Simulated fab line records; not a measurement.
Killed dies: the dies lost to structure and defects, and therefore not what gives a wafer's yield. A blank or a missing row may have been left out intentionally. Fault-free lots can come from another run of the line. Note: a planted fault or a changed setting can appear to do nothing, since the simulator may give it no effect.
fab line records	flow n5_finfet	part 2 of 2: steps 4 to 6 of 6
record: lots: 22	wafers: 66	last_day: 18
route steps=1938 shown BEOL_M7@1283 BEOL_M8@1347
lots that met no fault: taken from a fault-free run of the same line
start_h: start of the lot's first displayed wafer, in hours after the record's first day	wait_h: hours since the lot's step before	" unchanged from the row above	L1.1+2: a row that stands for several wafers	- no value, or no start given	* or withheld: withheld	< > ~ a bound
route shown NAME@n: a module of which the file shows steps, and the number in the route of the first	usual: average and standard deviation across the fault-free wafers	same: alike in all rows	chamber/n: place in a boat	sites: per-site readings	_std_site: standard deviation across them	_edge_site: the outer-site mean with the inner-site mean subtracted	radius_mm: how far each site lies from the wafer's centre	mask NAME#n: copy n	behind: the most recent tool/chamber to have shaped the wafer	hold: why the lot was held/for how many hours/how that ended	device: whichever transistor did not switch (one of n, p or np)	end of line: at the end of the route, the tests of the same wafers	a step given without rows: its recipe and nothing more	killed: the dies lost at the first sort to structure and to defects; this is not the yield of the wafer	map: per-die view of a wafer (x killed, . not killed, _ where there is no die)
set.NAME: the setting as run; set.NAME@STEP: as run at that earlier step	model.NAME: the simulator's own value behind a step, which no gauge read
steps of the route over a sample of lots; a table a step, a row a wafer
services: the hour from which a tool's chamber was out of use, counted from the record's first day as start_h (under 0 if before that day), plus the number of hours and why
== steps ==
step: N5_BEOL_M7_STRIP_80
recipe: chemistry: N2/H2	time_s: 10	power_w: 450	temp_c: 40	pressure_mtorr: 20	rf_frequency_hz: 6e+07	bias_power_w: 7	n2_flow_sccm: 200	h2_flow_sccm: 200
usual: drypump_motor_current_A: 5.5/0.52	oes_product_au: 0.76/0.068	rf_vpp_V: 59.1/0.87	showerhead_plenum_p_Torr: 2.51/0.11	throttle_valve_pct: 23.60/0.16
lot.wafer	tool	chamber	start_h	wait_h	drypump_motor_current_A	oes_product_au	rf_hours_counter_h	rf_vpp_V	showerhead_plenum_p_Torr	throttle_valve_pct
L074.1	rie_diel-01	3	-	-	5.8	0.70	239	59.0	2.51	23.98
L074.4	"	1	"	"	4.7	0.71	194	60.1	2.62	23.81
L074.5	"	2	"	"	6.3	0.73	-	59.1	2.53	23.42
L075.2	rie_diel-02	0	-	-	5.3	0.87	51	58.7	2.69	23.47
L075.3	"	2	"	"	5.1	0.75	164	57.3	2.43	23.63
L075.6	"	0	"	"	5.2	0.87	-	60.1	2.69	23.47
L077.2	rie_diel-06	2	-	-	5.0	0.74	162	59.7	2.43	23.56
L077.3	"	1	"	"	4.9	0.77	152	58.9	2.43	23.54
L077.5	"	0	"	"	5.5	0.73	-	59.8	2.53	24.18
L076.2	rie_diel-02	3	-	-	5.9	0.77	148	58.1	2.54	23.52
L076.4	"	2	"	"	5.1	0.75	167	57.7	2.42	23.62
L076.6	"	3	"	"	5.9	0.76	-	58.2	2.54	23.53
L078.2	rie_diel-02	0	-	-	5.2	0.87	56	60.0	2.69	23.48
L078.3	"	2	"	"	5.1	0.75	169	59.1	2.42	23.65
L078.4	"	3	"	"	5.9	0.76	149	60.0	2.54	23.53
L080.2	rie_diel-02	3	-	-	5.9	0.76	157	60.9	2.53	23.53
L080.3	"	2	"	"	5.1	0.74	176	58.4	2.42	23.65
L080.4	"	0	"	"	5.3	0.85	63	61.7	2.69	23.50
L081.3	rie_diel-01	1	-	-	4.7	0.70	207	59.5	2.62	23.84
L081.4	"	0	"	"	5.4	0.77	125	59.0	2.34	23.48
L081.6	"	0	"	"	5.4	0.76	-	57.7	2.34	23.48
L082.1	rie_diel-01	1	-	-	4.7	0.69	209	60.8	2.62	23.81
L082.5	"	0	"	"	5.4	0.76	-	59.9	2.34	23.48
L082.6	"	2	"	"	6.3	0.71	-	57.9	2.52	23.44
L084.1	rie_diel-02	3	-	-	5.9	0.75	164	59.9	2.53	23.55
L084.5	"	3	"	"	5.9	0.75	-	58.7	2.53	23.55
L084.6	"	0	"	"	5.2	0.84	-	60.9	2.68	23.50
L086.1	rie_diel-02	0	-	-	5.2	0.83	73	58.2	2.68	23.52
L086.5	"	0	"	"	5.3	0.84	-	60.0	2.68	23.51
L086.6	"	3	"	"	5.9	0.74	-	59.7	2.53	23.55
L085.2	rie_diel-01	3	-	-	5.7	0.99	4	59.6	2.50	23.60
L085.3	"	1	"	"	4.7	0.69	223	60.5	2.61	23.83
L085.4	"	0	"	"	5.4	0.75	141	58.9	2.33	23.49
L089.1	rie_diel-02	2	-	-	5.1	0.73	189	59.6	2.42	23.66
L089.2	"	1	"	"	6.3	0.76	177	59.1	2.43	23.56
L089.3	"	3	"	"	5.9	0.74	169	59.8	2.53	23.55
L087.2	rie_diel-01	1	-	-	4.7	0.68	224	58.7	2.61	23.85
L087.4	"	2	"	"	6.3	0.70	-	59.7	2.52	23.46
L087.6	"	1	"	"	4.7	0.67	-	59.6	2.61	23.86
L088.1	rie_diel-02	0	-	-	5.3	0.83	77	59.0	2.68	23.51
L088.3	"	3	"	"	5.9	0.75	171	58.6	2.53	23.55
L088.5	"	2	"	"	5.1	0.73	-	58.0	2.42	23.66
L090.2	rie_diel-02	2	-	-	5.1	0.72	195	57.6	2.41	23.68
L090.3	"	1	"	"	6.3	0.74	184	59.8	2.42	23.57
L090.4	"	0	"	"	5.2	0.82	-	59.4	2.68	23.52
L093.1	rie_diel-02	2	-	-	5.1	0.72	197	58.9	2.41	23.70
L093.2	"	3	"	"	5.9	0.74	175	59.8	2.53	23.55
L093.5	"	3	"	"	5.9	0.74	-	60.2	2.53	23.56
L091.2	rie_diel-02	3	-	-	5.9	0.73	175	59.9	2.53	23.55
L091.3	"	2	"	"	5.1	0.71	197	57.5	2.41	23.70
L091.5	"	1	"	"	6.3	0.74	-	59.3	2.42	23.57
L092.2	rie_diel-02	0	-	-	5.2	0.83	85	59.7	2.68	23.53
L092.4	"	1	"	"	6.3	0.75	187	59.0	2.42	23.57
L092.6	"	2	"	"	5.1	0.73	-	61.0	2.41	23.67
L094.2	rie_diel-06	1	-	-	4.9	0.72	187	59.8	2.42	23.58
L094.3	"	2	"	"	5.0	0.70	197	58.9	2.42	23.61
L094.4	"	0	"	"	5.6	0.70	198	59.3	2.52	24.23
L097.2	rie_diel-01	3	-	-	5.8	0.93	19	59.6	2.50	23.61
L097.3	"	0	"	"	5.4	0.73	160	59.2	2.33	23.51
L097.5	"	0	"	"	5.4	0.73	-	58.8	2.33	23.50
L095.1	rie_diel-06	2	-	-	5.0	0.70	204	58.7	2.41	23.62
L095.3	"	3	"	"	5.6	0.92	17	59.2	2.71	23.51
L095.5	"	2	"	"	5.0	0.70	-	59.3	2.41	23.62
L096.1	rie_diel-02	3	-	-	5.9	0.73	187	58.3	2.52	23.57
L096.3	"	0	"	"	5.2	0.82	95	59.8	2.67	23.53
L096.5	"	1	"	"	6.3	0.74	-	58.7	2.42	23.58
step: N5_BEOL_M8_INSPECT_13
recipe: mode: adi	inspect_instrument: brightfield
usual: raw_defect_count: 385/89
lot.wafer	tool	chamber	start_h	wait_h	raw_defect_count
L074.1	defect_inspect-02	-	200.52	0.0	414
L074.4	"	-	"	"	353
L074.5	"	-	"	"	331
L075.2	defect_inspect-01	-	201.46	0.0	383
L075.3	"	-	"	"	313
L075.6	"	-	"	"	358
L076.2	defect_inspect-01	-	212.83	0.0	440
L076.4	"	-	"	"	390
L076.6	"	-	"	"	295
L077.2	defect_inspect-01	-	213.06	0.0	277
L077.3	"	-	"	"	378
L077.5	"	-	"	"	331
L078.2	defect_inspect-02	-	222.77	0.0	441
L078.3	"	-	"	"	455
L078.4	"	-	"	"	401
L080.2	defect_inspect-02	-	241.52	0.0	399
L080.3	"	-	"	"	407
L080.4	"	-	"	"	371
L081.3	defect_inspect-02	-	241.75	0.0	476
L081.4	"	-	"	"	338
L081.6	"	-	"	"	367
L082.1	defect_inspect-02	-	245.71	0.0	372
L082.5	"	-	"	"	355
L082.6	"	-	"	"	415
L084.1	defect_inspect-02	-	261.77	0.0	424
L084.5	"	-	"	"	306
L084.6	"	-	"	"	384
L086.1	defect_inspect-02	-	277.37	0.0	351
L086.5	"	-	"	"	265
L086.6	"	-	"	"	326
L085.2	defect_inspect-02	-	279.67	0.0	319
L085.3	"	-	"	"	357
L085.4	"	-	"	"	340
L089.1	defect_inspect-02	-	285.05	0.0	417
L089.2	"	-	"	"	599
L089.3	"	-	"	"	348
L087.2	defect_inspect-02	-	289.14	0.0	325
L087.4	"	-	"	"	274
L087.6	"	-	"	"	322
L088.1	defect_inspect-01	-	289.66	0.0	452
L088.3	"	-	"	"	338
L088.5	"	-	"	"	375
L090.2	defect_inspect-01	-	303.53	0.0	387
L090.3	"	-	"	"	259
L090.4	"	-	"	"	341
L093.1	defect_inspect-02	-	307.45	0.0	437
L093.2	"	-	"	"	522
L093.5	"	-	"	"	497
L091.2	defect_inspect-01	-	307.63	0.0	286
L091.3	"	-	"	"	283
L091.5	"	-	"	"	354
L092.2	defect_inspect-01	-	313.45	0.0	585
L092.4	"	-	"	"	416
L092.6	"	-	"	"	553
L094.2	defect_inspect-02	-	313.95	0.0	373
L094.3	"	-	"	"	363
L094.4	"	-	"	"	355
L097.2	defect_inspect-01	-	337.49	0.0	399
L097.3	"	-	"	"	441
L097.5	"	-	"	"	413
L095.1	defect_inspect-02	-	337.84	0.0	438
L095.3	"	-	"	"	637
L095.5	"	-	"	"	340
L096.1	defect_inspect-01	-	341.47	0.0	340
L096.3	"	-	"	"	384
L096.5	"	-	"	"	376
step: N5_BEOL_M8_CURE_75
recipe: temp_c: 370	time_s: 120	ambient: DMADMS/He	material: SiCOH_lowk
usual: lamp_power_pct: 52.31/0.056	wafer_temp_C_max: 371.5/0.48
lot.wafer	tool	chamber	start_h	wait_h	lamp_power_pct	wafer_temp_C_max
L074.1	uv_cure-01	2	202.49	0.0	52.34	371.1
L074.4	"	2	"	"	52.38	371.2
L074.5	"	2	"	"	52.30	371.7
L075.2	uv_cure-03	2	205.12	0.1	52.26	372.0
L075.3	"	2	"	"	52.30	371.8
L075.6	"	2	"	"	52.28	371.5
L077.2	uv_cure-01	0	217.89	0.8	52.32	371.3
L077.3	"	0	"	"	52.30	371.0
L077.5	"	0	"	"	52.33	371.2
L076.2	uv_cure-03	1	218.20	1.0	52.26	371.6
L076.4	"	1	"	"	52.34	371.2
L076.6	"	1	"	"	52.33	371.3
L078.2	uv_cure-03	2	224.62	0.1	52.23	371.8
L078.3	"	2	"	"	52.32	372.6
L078.4	"	2	"	"	52.29	371.7
L081.3	uv_cure-01	1	244.39	0.1	52.28	371.4
L081.4	"	1	"	"	52.31	371.5
L081.6	"	1	"	"	52.40	371.4
L080.2	uv_cure-02	0	244.57	0.1	52.36	372.2
L080.3	"	0	"	"	52.22	372.6
L080.4	"	0	"	"	52.34	371.8
L082.1	uv_cure-01	2	247.86	0.0	52.27	371.7
L082.5	"	2	"	"	52.33	372.1
L082.6	"	2	"	"	52.40	371.6
L084.1	uv_cure-01	1	263.87	0.1	52.33	371.2
L084.5	"	1	"	"	52.37	371.0
L084.6	"	1	"	"	52.38	370.8
L086.1	uv_cure-03	2	279.74	0.0	52.35	372.2
L086.5	"	2	"	"	52.30	372.3
L086.6	"	2	"	"	52.48	371.9
L085.2	uv_cure-02	1	282.36	0.1	52.35	371.5
L085.3	"	1	"	"	52.32	371.1
L085.4	"	1	"	"	52.22	371.4
L089.1	uv_cure-02	2	289.47	0.0	52.34	371.0
L089.2	"	2	"	"	52.31	370.9
L089.3	"	2	"	"	52.26	371.4
L087.2	uv_cure-02	2	291.42	0.1	52.25	371.6
L087.4	"	2	"	"	52.39	371.2
L087.6	"	2	"	"	52.22	371.3
L088.1	uv_cure-02	1	291.70	0.0	52.37	371.3
L088.3	"	1	"	"	52.31	370.8
L088.5	"	1	"	"	52.31	370.9
L090.2	uv_cure-02	0	305.43	0.1	52.21	371.5
L090.3	"	0	"	"	52.38	372.1
L090.4	"	0	"	"	52.34	371.7
L093.1	uv_cure-01	0	309.40	0.3	52.25	371.1
L093.2	"	0	"	"	52.36	371.5
L093.5	"	0	"	"	52.27	371.2
L091.2	uv_cure-01	2	309.75	0.4	52.28	371.1
L091.3	"	2	"	"	52.40	371.4
L091.5	"	2	"	"	52.32	370.9
L092.2	uv_cure-03	2	315.44	0.1	52.26	371.8
L092.4	"	2	"	"	52.22	371.8
L092.6	"	2	"	"	52.37	371.7
L094.2	uv_cure-01	1	318.82	0.1	52.26	370.7
L094.3	"	1	"	"	52.31	370.8
L094.4	"	1	"	"	52.35	371.2
L095.1	uv_cure-03	1	341.21	0.0	52.20	371.4
L095.3	"	1	"	"	52.34	371.7
L095.5	"	1	"	"	52.26	371.5
L097.2	uv_cure-03	0	341.69	0.1	52.32	372.1
L097.3	"	0	"	"	52.28	372.4
L097.5	"	0	"	"	52.34	371.8
L096.1	uv_cure-02	2	343.63	0.0	52.38	371.0
L096.3	"	2	"	"	52.26	371.0
L096.5	"	2	"	"	52.39	371.1
== services ==
tool	chamber	start_h	hours	kind
uv_cure-03	-	207.57	2.1	pm
uv_cure-02	-	215.20	9.5	repair
rie_diel-01	2	235.65	2.4	repair
rie_diel-01	3	236.99	5.4	repair
rie_diel-01	3	242.70	-	clean
rie_diel-01	3	242.70	-	consumable_replace:esc
rie_diel-01	3	242.70	-	consumable_replace:focus_ring
rie_diel-01	3	242.70	18.6	scheduled_down
rie_diel-01	3	242.70	18.6	vent_cycle
rie_diel-06	3	247.21	-	clean
rie_diel-06	3	247.21	-	consumable_replace:focus_ring
rie_diel-06	3	247.21	-	consumable_replace:showerhead
rie_diel-06	3	247.21	23.3	scheduled_down
rie_diel-06	3	247.21	23.3	vent_cycle
rie_diel-01	0	277.94	1.8	repair
rie_diel-01	3	279.67	7.2	repair
uv_cure-01	-	285.16	4.7	repair
rie_diel-02	3	292.71	8.2	repair
uv_cure-03	-	302.98	7.5	pm
rie_diel-02	2	316.58	4.0	repair
uv_cure-03	-	325.83	6.0	pm
uv_cure-03	-	331.83	1.0	pm
